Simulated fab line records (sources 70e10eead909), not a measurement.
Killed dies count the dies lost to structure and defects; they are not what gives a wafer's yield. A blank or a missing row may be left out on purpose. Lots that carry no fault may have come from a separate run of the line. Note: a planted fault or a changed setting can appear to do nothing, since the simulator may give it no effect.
fab line records	flow nand_harc	part 1 of 2: steps 1 to 29 of 33
record: lots: 5	wafers: 15	last_day: 33
route steps=1302 shown A_ONON_D2@555 A_CHANNEL_HOLE_D2@570
lots that met no fault: taken from a fault-free run of the same line
start_h: the number of hours between the record's first day and the start of the first shown wafer of the lot	wait_h: hours since the lot's step before	" the same as in the row above	L1.1+2: one row covering several wafers at once	- no value, or no start given	* or withheld: withheld	< > ~ a bound
route shown NAME@n: a module of which the file shows steps, and the number in the route of the first	usual: mean/standard deviation taken from wafers without a fault	same: alike in all rows	chamber/n: place in a boat	sites: per-site readings	_std_site: the standard deviation of these	_edge_site: the outer-site mean with the inner-site mean subtracted	radius_mm: how far each site lies from the wafer's centre	mask NAME#n: copy n	behind: the tool/chamber that last shaped the wafer	hold: why the lot was held/for how many hours/how that ended	device: transistor that didn't switch, given as n, p or np	end of line: the same wafers' tests at the end of the route	where a step has no rows: the recipe by itself	killed: not the wafer's yield, but the dies lost to structure and defects at the first sort	map: shows each die of a wafer: x if killed, . if not, _ if none is there
set.NAME: setting as actually run; set.NAME@STEP: the setting as run at that earlier step	model.NAME: the simulator's own value behind a step, which no gauge read
lots at some steps of the route; a table a step, a row a wafer
services: the hour from which a tool's chamber was out of use, counted from the record's first day as start_h (under 0 if before that day), plus the number of hours and why
== steps ==
step: NHARC_A_ONON_D2_ANNEAL_15
recipe: temp_c: 750	time_s: 3600
usual: tube_center_temp_C: 750/0.072	zone_power_centre_pct: 12.8/0.54
lot.wafer	tool	chamber	start_h	wait_h	tube_center_temp_C	zone_power_centre_pct
L080.1	furnace-06	0	329.76	0.8	750.03	13.7
L080.2	"	0	"	"	749.99	14.1
L080.3	"	0	"	"	750.06	13.8
L085.1	furnace-05	0	394.45	3.0	749.99	12.7
L085.4	"	0	"	"	750.02	12.7
L085.5	"	0	"	"	749.99	12.5
L090.1	furnace-05	0	454.16	3.0	750	12.2
L090.4	"	0	"	"	750.1	12.5
L090.6	"	0	"	"	750.02	12.5
L094.1	furnace-05	0	472.01	1.6	749.95	12.6
L094.2	"	0	"	"	749.93	12.2
L094.6	"	0	"	"	749.88	12.3
L096.2	furnace-03	0	509.28	3.7	750	12.5
L096.4	"	0	"	"	749.94	12.6
L096.6	"	0	"	"	749.97	12.3
step: NHARC_A_ONON_D2_DEP_16
recipe: target_thk_a: 10000	n2_flow_sccm: 2750	n2o_flow_sccm: 2000	nh3_flow_sccm: 500	sih4_flow_sccm: 210	temp_c: 400
lot.wafer	tool	chamber	start_h	wait_h
L080.1+2+3	pecvd_onon-02	0	333.62	0.4
L085.1+4+5	pecvd_onon-04	0	398.29	0.4
L090.1+4+6	pecvd_onon-04	0	458.00	0.4
L094.1+2+6	pecvd_onon-01	0	475.89	0.4
L096.2+4+6	pecvd_onon-01	0	513.16	0.4
step: NHARC_A_ONON_D2_THK_MEAS_18
recipe: thk_meas_gauge: ellipsometry
usual: thk_nm: 1001/8.4
lot.wafer	tool	chamber	start_h	wait_h	thk_nm
L080.1	film_metro-01	-	334.14	-	1002
L080.2	"	-	"	"	1000
L080.3	"	-	"	"	1003
L085.1	film_metro-01	-	398.80	-	1016
L085.4	"	-	"	"	1015
L085.5	"	-	"	"	1017
L090.1	film_metro-01	-	458.52	-	994
L090.4	"	-	"	"	994
L090.6	"	-	"	"	992
L094.1	film_metro-01	-	476.40	-	996
L094.2	"	-	"	"	995
L094.6	"	-	"	"	995
L096.2	film_metro-01	-	513.62	-	1007
L096.4	"	-	"	"	1006
L096.6	"	-	"	"	1006
step: NHARC_A_ONON_D2_DEP_19
recipe: target_thk_a: 10000	n2_flow_sccm: 2750	n2o_flow_sccm: 2000	nh3_flow_sccm: 500	sih4_flow_sccm: 210	temp_c: 400
lot.wafer	tool	chamber	start_h	wait_h
L080.1+2+3	pecvd_onon-02	0	334.19	0.1
L085.1+4+5	pecvd_onon-01	0	398.86	0.1
L090.1+4+6	pecvd_onon-04	0	458.57	0.1
L094.1+2+6	pecvd_onon-01	0	476.46	0.1
L096.2+4+6	pecvd_onon-04	0	513.73	0.1
step: NHARC_A_ONON_D2_THK_MEAS_21
recipe: thk_meas_gauge: ellipsometry
usual: thk_nm: 1003/11
lot.wafer	tool	chamber	start_h	wait_h	thk_nm
L080.1	film_metro-02	-	334.70	-	995
L080.2	"	-	"	"	999
L080.3	"	-	"	"	995
L085.1	film_metro-01	-	399.36	-	989
L085.4	"	-	"	"	989
L085.5	"	-	"	"	987
L090.1	film_metro-01	-	459.08	-	1014
L090.4	"	-	"	"	1015
L090.6	"	-	"	"	1014
L094.1	film_metro-01	-	476.97	-	1003
L094.2	"	-	"	"	1003
L094.6	"	-	"	"	1003
L096.2	film_metro-01	-	514.19	-	1012
L096.4	"	-	"	"	1013
L096.6	"	-	"	"	1012
step: NHARC_A_ONON_D2_DEP_22
recipe: target_thk_a: 10000	n2_flow_sccm: 2750	n2o_flow_sccm: 2000	nh3_flow_sccm: 500	sih4_flow_sccm: 210	temp_c: 400
lot.wafer	tool	chamber	start_h	wait_h
L080.1+2+3	pecvd_onon-02	0	334.76	0.1
L085.1+4+5	pecvd_onon-01	0	399.42	0.1
L090.1+4+6	pecvd_onon-04	0	459.14	0.1
L094.1+2+6	pecvd_onon-01	0	477.03	0.1
L096.2+4+6	pecvd_onon-01	0	514.30	0.1
step: NHARC_A_ONON_D2_THK_MEAS_24
recipe: thk_meas_gauge: ellipsometry
usual: thk_nm: 1001/11
lot.wafer	tool	chamber	start_h	wait_h	thk_nm
L080.1	film_metro-02	-	335.28	-	1004
L080.2	"	-	"	"	1005
L080.3	"	-	"	"	1003
L085.1	film_metro-01	-	399.93	-	1003
L085.4	"	-	"	"	1003
L085.5	"	-	"	"	1004
L090.1	film_metro-01	-	459.65	-	1007
L090.4	"	-	"	"	1008
L090.6	"	-	"	"	1008
L094.1	film_metro-02	-	477.55	-	984
L094.2	"	-	"	"	986
L094.6	"	-	"	"	985
L096.2	film_metro-01	-	514.75	-	999
L096.4	"	-	"	"	999
L096.6	"	-	"	"	999
step: NHARC_A_ONON_D2_DEP_25
recipe: target_thk_a: 10000	n2_flow_sccm: 2750	n2o_flow_sccm: 2000	nh3_flow_sccm: 500	sih4_flow_sccm: 210	temp_c: 400
lot.wafer	tool	chamber	start_h	wait_h
L080.1+2+3	pecvd_onon-02	0	335.34	0.1
L085.1+4+5	pecvd_onon-02	0	399.98	0.1
L090.1+4+6	pecvd_onon-04	0	459.70	0.1
L094.1+2+6	pecvd_onon-01	0	477.60	0.1
L096.2+4+6	pecvd_onon-04	0	514.87	0.1
step: NHARC_A_ONON_D2_THK_MEAS_27
recipe: thk_meas_gauge: ellipsometry
usual: thk_nm: 999/11
lot.wafer	tool	chamber	start_h	wait_h	thk_nm
L080.1	film_metro-01	-	335.85	-	1002
L080.2	"	-	"	"	1004
L080.3	"	-	"	"	1003
L085.1	film_metro-01	-	400.49	-	1016
L085.4	"	-	"	"	1016
L085.5	"	-	"	"	1015
L090.1	film_metro-02	-	460.22	-	999
L090.4	"	-	"	"	998
L090.6	"	-	"	"	998
L094.1	film_metro-01	-	478.14	-	1014
L094.2	"	-	"	"	1015
L094.6	"	-	"	"	1013
L096.2	film_metro-02	-	515.32	-	983
L096.4	"	-	"	"	983
L096.6	"	-	"	"	985
step: NHARC_A_ONON_D2_DEP_28
recipe: target_thk_a: 10000	n2_flow_sccm: 2750	n2o_flow_sccm: 2000	nh3_flow_sccm: 500	sih4_flow_sccm: 210	temp_c: 400
lot.wafer	tool	chamber	start_h	wait_h
L080.1+2+3	pecvd_onon-02	0	335.91	0.1
L085.1+4+5	pecvd_onon-04	0	400.55	0.1
L090.1+4+6	pecvd_onon-04	0	460.27	0.1
L094.1+2+6	pecvd_onon-01	0	478.19	0.1
L096.2+4+6	pecvd_onon-02	0	515.44	0.1
step: NHARC_A_ONON_D2_THK_MEAS_30
recipe: thk_meas_gauge: ellipsometry
usual: thk_nm: 1004/8.7
lot.wafer	tool	chamber	start_h	wait_h	thk_nm
L080.1	film_metro-01	-	336.42	-	1009
L080.2	"	-	"	"	1009
L080.3	"	-	"	"	1011
L085.1	film_metro-01	-	401.06	-	1009
L085.4	"	-	"	"	1011
L085.5	"	-	"	"	1009
L090.1	film_metro-02	-	460.79	-	997
L090.4	"	-	"	"	997
L090.6	"	-	"	"	995
L094.1	film_metro-01	-	478.70	-	1002
L094.2	"	-	"	"	1002
L094.6	"	-	"	"	1000
L096.2	film_metro-02	-	515.91	-	1004
L096.4	"	-	"	"	1002
L096.6	"	-	"	"	1004
step: NHARC_A_ONON_D2_DEP_33
recipe: target_thk_a: 2000	temp_c: 400	pressure_torr: 6.5	rf_w: 900	teos_flow_sccm: 161.4	flow_sccm: 2650	target_thk_nm: 200	gas: O2	material: SiO2
usual: heater_power_w: 531/90	throttle_valve_pct: 15.8/0.63
lot.wafer	tool	chamber	start_h	wait_h	heater_power_w	throttle_valve_pct
L080.3	pecvd-04	1	336.57	0.1	414	16.5
L080.1	"	2	"	"	601	15.8
L080.2	"	0	"	"	591	14.5
L085.1	pecvd-03	0	401.17	0.1	394	15.9
L085.4	"	2	"	"	434	15.4
L085.5	"	1	"	"	660	15.7
L090.1	pecvd-02	0	461.25	0.5	639	16.0
L090.6	"	0	"	"	658	16.1
L090.4	"	1	"	"	492	16.8
L094.1	pecvd-02	2	479.03	0.3	416	16.0
L094.2	"	0	"	"	692	16.0
L094.6	"	0	"	"	701	16.2
L096.2	pecvd-03	2	515.97	0.1	479	15.5
L096.4	"	2	"	"	477	15.6
L096.6	"	1	"	"	700	15.8
step: NHARC_A_ONON_D2_THK_MEAS_34
recipe: thk_meas_gauge: ellipsometry
usual: thk_nm: 199.4/2.6
lot.wafer	tool	chamber	start_h	wait_h	thk_nm
L080.1	film_metro-02	-	336.99	-	201.7
L080.2	"	-	"	"	197.9
L080.3	"	-	"	"	198.2
L085.1	film_metro-02	-	401.54	-	202.1
L085.4	"	-	"	"	203.0
L085.5	"	-	"	"	203.8
L090.1	film_metro-02	-	461.62	-	197.0
L090.4	"	-	"	"	202.1
L090.6	"	-	"	"	199.1
L094.1	film_metro-01	-	479.45	-	199.6
L094.2	"	-	"	"	196.5
L094.6	"	-	"	"	197.2
L096.2	film_metro-02	-	516.39	-	199.3
L096.4	"	-	"	"	201.7
L096.6	"	-	"	"	201.9
step: NHARC_A_ONON_D2_INSPECT_32
usual: raw_defect_count: 386/140
lot.wafer	tool	chamber	start_h	wait_h	raw_defect_count
L080.1	defect_inspect-02	-	337.07	0.0	503
L080.2	"	-	"	"	550
L080.3	"	-	"	"	715
L085.1	defect_inspect-01	-	401.62	0.0	234
L085.4	"	-	"	"	228
L085.5	"	-	"	"	428
L090.1	defect_inspect-01	-	461.68	0.0	496
L090.4	"	-	"	"	557
L090.6	"	-	"	"	535
L094.1	defect_inspect-02	-	479.53	0.0	376
L094.2	"	-	"	"	330
L094.6	"	-	"	"	322
L096.2	defect_inspect-01	-	516.47	0.0	457
L096.4	"	-	"	"	273
L096.6	"	-	"	"	333
step: NHARC_A_CHANNEL_HOLE_D2_DEP_00
recipe: target_thk_a: 31000	temp_c: 400	material: aC
usual: throttle_valve_pct: 34.999/0.0084
lot.wafer	tool	chamber	start_h	wait_h	throttle_valve_pct
L080.1	acl_dep-01	0	340.22	3.2	35.003
L080.2	"	0	"	"	34.994
L080.3	"	0	"	"	35.005
L085.1	acl_dep-03	0	402.53	0.9	35.000
L085.4	"	0	"	"	35.000
L085.5	"	0	"	"	35.001
L090.1	acl_dep-03	0	461.75	0.1	35.000
L090.4	"	0	"	"	35.009
L090.6	"	0	"	"	35.011
L094.1	acl_dep-01	0	480.83	1.3	34.988
L094.2	"	0	"	"	35.001
L094.6	"	0	482.41	2.9	34.998
L096.2	acl_dep-02	0	516.85	0.4	35.012
L096.4	"	0	"	"	35.000
L096.6	"	0	"	"	35.013
step: NHARC_A_CHANNEL_HOLE_D2_DEP_01
recipe: target_thk_a: 1400	target_thk_nm: 140	temp_c: 400	pressure_torr: 3.5	flow_sccm: 200	rf_w: 350	material: SiON
usual: heater_power_w: 722/83
lot.wafer	tool	chamber	start_h	wait_h	heater_power_w
L080.1	pecvd-04	1	342.16	1.6	734
L080.3	"	2	"	"	779
L080.2	"	0	"	"	691
L085.1	pecvd-01	2	404.48	1.6	627
L085.5	"	1	"	"	811
L085.4	"	2	"	"	647
L090.1	pecvd-04	1	463.72	1.7	667
L090.4	"	2	"	"	683
L090.6	"	0	"	"	723
L094.1	pecvd-04	0	482.77	1.6	764
L094.2	"	1	"	"	581
L094.6	"	1	"	"	565
L096.2	pecvd-02	0	518.44	1.3	805
L096.4	"	1	"	"	698
L096.6	"	2	"	"	615
step: NHARC_A_CHANNEL_HOLE_D2_DEHYDRATE_02
recipe: temp_c: 150	time_s: 120
usual: exhaust_pa: 45.2/0.95
lot.wafer	tool	chamber	start_h	wait_h	exhaust_pa
L080.1	litho_track-04	0	342.43	0.2	44.9
L080.2	"	0	"	"	45.3
L080.3	"	0	"	"	46.2
L085.1	litho_track-04	0	404.72	0.2	44.6
L085.4	"	0	"	"	43.7
L085.5	"	0	"	"	45.6
L090.1	litho_track-06	0	463.93	0.2	45.2
L090.4	"	0	"	"	45.0
L090.6	"	0	"	"	45.4
L094.1	litho_track-01	0	483.02	0.2	45.1
L094.2	"	0	"	"	46.3
L094.6	"	0	"	"	44.3
L096.2	litho_track-01	0	518.71	0.2	44.5
L096.4	"	0	"	"	45.8
L096.6	"	0	"	"	44.9
step: NHARC_A_CHANNEL_HOLE_D2_HMDS_03
recipe: time_s: 30
usual: exhaust_pa: 45.0/0.78
lot.wafer	tool	chamber	start_h	wait_h	exhaust_pa
L080.1	litho_track-04	0	-	-	45.1
L080.2	"	0	"	"	44.9
L080.3	"	0	"	"	44.1
L085.1	litho_track-04	0	-	-	45.1
L085.4	"	0	"	"	45.9
L085.5	"	0	"	"	45.0
L090.1	litho_track-06	0	-	-	44.0
L090.4	"	0	"	"	44.0
L090.6	"	0	"	"	44.5
L094.1	litho_track-01	0	-	-	46.1
L094.2	"	0	"	"	45.2
L094.6	"	0	"	"	46.3
L096.2	litho_track-01	0	-	-	44.6
L096.4	"	0	"	"	45.2
L096.6	"	0	"	"	45.2
step: NHARC_A_CHANNEL_HOLE_D2_COAT_36
recipe: temp_c: 260	time_s: 75
usual: exhaust_pa: 45.1/0.86
lot.wafer	tool	chamber	start_h	wait_h	exhaust_pa
L080.1	litho_track-04	0	-	-	45.8
L080.2	"	0	"	"	46.1
L080.3	"	0	"	"	45.6
L085.1	litho_track-04	0	-	-	45.1
L085.4	"	0	"	"	44.8
L085.5	"	0	"	"	44.2
L090.1	litho_track-06	0	-	-	45.6
L090.4	"	0	"	"	44.9
L090.6	"	0	"	"	46.4
L094.1	litho_track-01	0	-	-	44.8
L094.2	"	0	"	"	46.4
L094.6	"	0	"	"	45.7
L096.2	litho_track-01	0	-	-	46.6
L096.4	"	0	"	"	45.3
L096.6	"	0	"	"	45.1
step: NHARC_A_CHANNEL_HOLE_D2_COAT_37
recipe: temp_c: 225	time_s: 65
usual: exhaust_pa: 45.0/0.88
lot.wafer	tool	chamber	start_h	wait_h	exhaust_pa
L080.1	litho_track-04	0	-	-	44.7
L080.2	"	0	"	"	45.4
L080.3	"	0	"	"	44.9
L085.1	litho_track-04	0	-	-	45.4
L085.4	"	0	"	"	45.1
L085.5	"	0	"	"	46.2
L090.1	litho_track-06	0	-	-	43.8
L090.4	"	0	"	"	45.0
L090.6	"	0	"	"	45.6
L094.1	litho_track-01	0	-	-	44.6
L094.2	"	0	"	"	42.7
L094.6	"	0	"	"	44.8
L096.2	litho_track-01	0	-	-	46.3
L096.4	"	0	"	"	43.4
L096.6	"	0	"	"	45.2
step: NHARC_A_CHANNEL_HOLE_D2_COAT_04
recipe: spin_rpm: 1500	resist_thk_nm: 90
usual: exhaust_pa: 45.0/0.98
lot.wafer	tool	chamber	start_h	wait_h	exhaust_pa
L080.1	litho_track-04	0	-	-	44.9
L080.2	"	0	"	"	43.9
L080.3	"	0	"	"	44.3
L085.1	litho_track-04	0	-	-	45.8
L085.4	"	0	"	"	44.9
L085.5	"	0	"	"	44.2
L090.1	litho_track-06	0	-	-	46.1
L090.4	"	0	"	"	45.6
L090.6	"	0	"	"	46.0
L094.1	litho_track-01	0	-	-	45.4
L094.2	"	0	"	"	45.6
L094.6	"	0	"	"	45.2
L096.2	litho_track-01	0	-	-	45.3
L096.4	"	0	"	"	45.3
L096.6	"	0	"	"	44.4
step: NHARC_A_CHANNEL_HOLE_D2_SOFTBAKE_05
recipe: temp_c: 105	time_s: 55
usual: exhaust_pa: 44.8/0.88
lot.wafer	tool	chamber	start_h	wait_h	exhaust_pa
L080.1	litho_track-04	0	-	-	45.2
L080.2	"	0	"	"	42.8
L080.3	"	0	"	"	44.4
L085.1	litho_track-04	0	-	-	45.3
L085.4	"	0	"	"	45.2
L085.5	"	0	"	"	46.1
L090.1	litho_track-06	0	-	-	44.3
L090.4	"	0	"	"	44.1
L090.6	"	0	"	"	46.1
L094.1	litho_track-01	0	-	-	45.0
L094.2	"	0	"	"	45.7
L094.6	"	0	"	"	45.4
L096.2	litho_track-01	0	-	-	44.0
L096.4	"	0	"	"	44.3
L096.6	"	0	"	"	44.4
step: NHARC_A_CHANNEL_HOLE_D2_EBR_06
usual: exhaust_pa: 45.1/0.93
lot.wafer	tool	chamber	start_h	wait_h	exhaust_pa
L080.1	litho_track-04	0	-	-	45.5
L080.2	"	0	"	"	45.2
L080.3	"	0	"	"	45.1
L085.1	litho_track-04	0	-	-	44.5
L085.4	"	0	"	"	46.7
L085.5	"	0	"	"	45.9
L090.1	litho_track-06	0	-	-	46.3
L090.4	"	0	"	"	45.4
L090.6	"	0	"	"	45.2
L094.1	litho_track-01	0	-	-	43.9
L094.2	"	0	"	"	44.0
L094.6	"	0	"	"	43.4
L096.2	litho_track-01	0	-	-	46.2
L096.4	"	0	"	"	45.8
L096.6	"	0	"	"	45.6
step: NHARC_A_CHANNEL_HOLE_D2_EXPOSE_07
recipe: na: 1.35	target_cd_nm: 100	sigma_outer: 0.3	dose_mj: 59.65	mask_id: HOLE_D2
same: na: 1.35
lot.wafer	tool	chamber	start_h	wait_h	mask
L080.1+2+3	arfi_scanner-02	0	342.62	-	HOLE_D2#0
L085.1+4+5	arfi_scanner-01	0	405.03	-	HOLE_D2#0
L090.1+4+6	arfi_scanner-03	0	464.12	-	HOLE_D2#0
L094.1+2+6	arfi_scanner-03	0	483.33	-	HOLE_D2#0
L096.2+4+6	arfi_scanner-01	0	518.90	-	HOLE_D2#0
step: NHARC_A_CHANNEL_HOLE_D2_PEB_08
recipe: peb_temp_c: 100	peb_time_s: 65
usual: exhaust_pa: 45.0/0.97
same: peb_time_s: 65
lot.wafer	tool	chamber	start_h	wait_h	exhaust_pa
L080.1	litho_track-06	0	342.68	0.1	45.5
L080.2	"	0	"	"	46.4
L080.3	"	0	"	"	44.0
L085.1	litho_track-04	0	405.09	0.1	43.7
L085.4	"	0	"	"	44.9
L085.5	"	0	"	"	44.1
L090.1	litho_track-01	0	464.18	0.1	45.2
L090.4	"	0	"	"	44.3
L090.6	"	0	"	"	45.4
L094.1	litho_track-06	0	483.39	0.1	44.7
L094.2	"	0	"	"	43.8
L094.6	"	0	"	"	45.2
L096.2	litho_track-04	0	518.95	0.1	44.0
L096.4	"	0	"	"	45.1
L096.6	"	0	"	"	45.8
step: NHARC_A_CHANNEL_HOLE_D2_DEVELOP_09
recipe: develop_time_s: 35	dev_temp_c: 23
usual: developer_temp_C: 22.97/0.11	exhaust_pa: 44.9/0.81
same: develop_time_s: 35
lot.wafer	tool	chamber	start_h	wait_h	developer_temp_C	exhaust_pa
L080.1	litho_track-06	0	-	-	22.97	44.0
L080.2	"	0	"	"	23.07	43.8
L080.3	"	0	"	"	23.18	45.2
L085.1	litho_track-04	0	-	-	22.77	44.9
L085.4	"	0	"	"	22.83	45.9
L085.5	"	0	"	"	22.85	44.9
L090.1	litho_track-01	0	-	-	23.01	44.2
L090.4	"	0	"	"	23.10	45.4
L090.6	"	0	"	"	23.04	44.6
L094.1	litho_track-06	0	-	-	22.93	44.4
L094.2	"	0	"	"	22.90	45.6
L094.6	"	0	"	"	23.03	45.3
L096.2	litho_track-04	0	-	-	22.95	44.8
L096.4	"	0	"	"	22.97	44.6
L096.6	"	0	"	"	23.08	44.6
step: NHARC_A_CHANNEL_HOLE_D2_CD_MEAS_10
recipe: target_cd_nm: 100	landing_energy_ev: 500
usual: cd_nm: 100.1/0.45
lot.wafer	tool	chamber	start_h	wait_h	cd_nm
L080.1	cd_sem-02	0	342.76	-	99.8
L080.2	"	0	"	"	100.2
L080.3	"	0	"	"	99.6
L085.1	cd_sem-02	0	405.17	-	100.3
L085.4	"	0	"	"	100.0
L085.5	"	0	"	"	99.8
L090.1	cd_sem-01	0	464.26	-	99.9
L090.4	"	0	"	"	100.0
L090.6	"	0	"	"	99.9
L094.1	cd_sem-03	0	483.47	-	100.5
L094.2	"	0	"	"	99.8
L094.6	"	0	"	"	99.8
L096.2	cd_sem-01	0	519.03	-	99.9
L096.4	"	0	"	"	100.0
L096.6	"	0	"	"	100.5
step: NHARC_A_CHANNEL_HOLE_D2_OVL_MEAS_11
usual: overlay_x_nm: 0.0/0.86	overlay_y_nm: -0.1/0.83
lot.wafer	tool	chamber	start_h	wait_h	overlay_x_nm	overlay_y_nm
L080.1	overlay-01	-	342.84	-	-0.9	-0.4
L080.2	"	-	"	"	-0.8	-0.1
L080.3	"	-	"	"	-1.0	-0.2
L085.1	overlay-01	-	405.26	-	0.4	-2.0
L085.4	"	-	"	"	0.9	-1.6
L085.5	"	-	"	"	0.6	-1.6
L090.1	overlay-01	-	464.34	-	0.8	-1.7
L090.4	"	-	"	"	0.8	-1.9
L090.6	"	-	"	"	1.2	-2.0
L094.1	overlay-01	-	483.55	-	-0.1	0.3
L094.2	"	-	"	"	-0.3	0.5
L094.6	"	-	"	"	0.2	0.7
L096.2	overlay-01	-	519.12	-	0.6	0.1
L096.4	"	-	"	"	0.4	-0.1
L096.6	"	-	"	"	0.1	0.2
step: NHARC_A_CHANNEL_HOLE_D2_INSPECT_12
usual: raw_defect_count: 25/22
lot.wafer	tool	chamber	start_h	wait_h	raw_defect_count
L080.1	defect_inspect-02	-	342.88	0.0	60
L080.2	"	-	"	"	62
L080.3	"	-	"	"	62
L085.1	defect_inspect-01	-	405.29	0.0	62
L085.4	"	-	"	"	46
L085.5	"	-	"	"	61
L090.1	defect_inspect-02	-	464.38	0.0	14
L090.4	"	-	"	"	17
L090.6	"	-	"	"	15
L094.1	defect_inspect-02	-	483.59	0.0	10
L094.2	"	-	"	"	11
L094.6	"	-	"	"	20
L096.2	defect_inspect-02	-	519.16	0.0	3
L096.4	"	-	"	"	4
L096.6	"	-	"	"	2
